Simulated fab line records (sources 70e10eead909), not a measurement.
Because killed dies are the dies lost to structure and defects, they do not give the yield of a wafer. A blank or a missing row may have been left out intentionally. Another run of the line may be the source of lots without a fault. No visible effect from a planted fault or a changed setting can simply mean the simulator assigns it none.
A single fault, viewed from 2 desks -- flow nand harc -- each desk has only its own numbers; what lay behind them comes last

## AT THE TOOL OWNER'S DESK: acl dep-02
The tool's own readings at NHARC_P_GATE_HM_DEP_102 (deposits aC, target thk 120 nm): means of the sampled wafers that have a number, for each lot that ran on this tool. Marked OUT: a lot whose mean sits more than 4 standard deviations from the usual mean, which makes it out of limits; the brackets give that distance.
Columns: A = throttle valve pct at NHARC_P_GATE_HM_DEP_102, usual 34.999 %
lot,first seen here,A
L422,day 5 10:13,35.003
L424,day 5 14:50,34.999
L427,day 7 06:51,35.006
This desk found nothing out of limits on any of the 3 lots.

## THE DEFECT DESK
What the inspections along the route counted, lot by lot: means of the sampled wafers that have a number. Marked OUT: a lot whose mean sits more than 4 standard deviations from the usual mean, which makes it out of limits; the brackets give that distance.
Columns: A = raw defect count at NHARC_P_GATE_INSPECT_28, usual 7
lot,first seen here,A
L422,day 5 11:26,5
L424,day 5 16:19,4
L425,day 6 06:49,3
L427,day 7 08:05,15
L431,day 8 20:47,12
L433,day 9 12:57,7
L434,day 9 22:13,6
L439,day 12 00:19,7
L441,day 12 18:47,7
L444,day 14 03:18,6
L445,day 14 11:24,5
This desk found nothing out of limits on any of the 11 lots.

## ALL TOGETHER
The tool owner's desk saw nothing out of limits.
Nothing out of limits was seen by the defect desk.

## WHAT THE SIMULATOR PUT IN
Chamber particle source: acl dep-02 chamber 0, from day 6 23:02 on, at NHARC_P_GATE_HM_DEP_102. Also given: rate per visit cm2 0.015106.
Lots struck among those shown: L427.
